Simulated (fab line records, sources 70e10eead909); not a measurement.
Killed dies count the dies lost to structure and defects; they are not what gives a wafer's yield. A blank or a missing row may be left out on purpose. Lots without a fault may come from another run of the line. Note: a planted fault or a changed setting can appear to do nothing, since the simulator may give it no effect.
Chamber matching ; flow nand-harc ; NHARC_A_STAIRCASE_TRIM_20 on rie-diel-10 has 4 sister chambers
The step chemistry O2, time 211.2 s. 4 wafers are shown with their chamber, then 8 later ones without.

== WAFERS, EACH WITH ITS CHAMBER ==
wafer;chamber;drypump-motor-current-A (A)
L078.6;3;5.7
L092.2;0;5.0
L092.4;2;5.1
L094.1;1;5.5

== WAFERS WITH NO CHAMBER GIVEN ==
wafer;drypump-motor-current-A (A)
L094.2;5.7
L094.3;5.1
L096.1;5.0
L096.4;5.6
L096.6;5.8
L097.1;5.1
L097.3;5.5
L097.5;5.1

== CHAMBER TAKEN BY EACH ==
wafer;from the rows above;in truth
L094.2;3;3
L094.3;2;2
L096.1;0;0
L096.4;can't be placed: 1 or 3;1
L096.6;3;3
L097.1;2;2
L097.3;1;1
L097.5;2;2
7 of 8 placed correctly. From these rows, 1 cannot be placed; in 1 the true chamber is one of the candidates. Number placed wrongly: 0.
How it was worked out, from the rows above alone: a wafer's distance from a chamber is the root of the sum, over the readings, of the square of ((its reading less the chamber's mean) divided by the reading's scatter). The wafer belongs to the nearest chamber; if the next one is less than 2 further off, it can't be placed. A chamber's mean is the mean of its shown wafers. The scatter: root of mean squared gap, hidden wafer to nearest shown wafer, with one shown wafer a chamber.
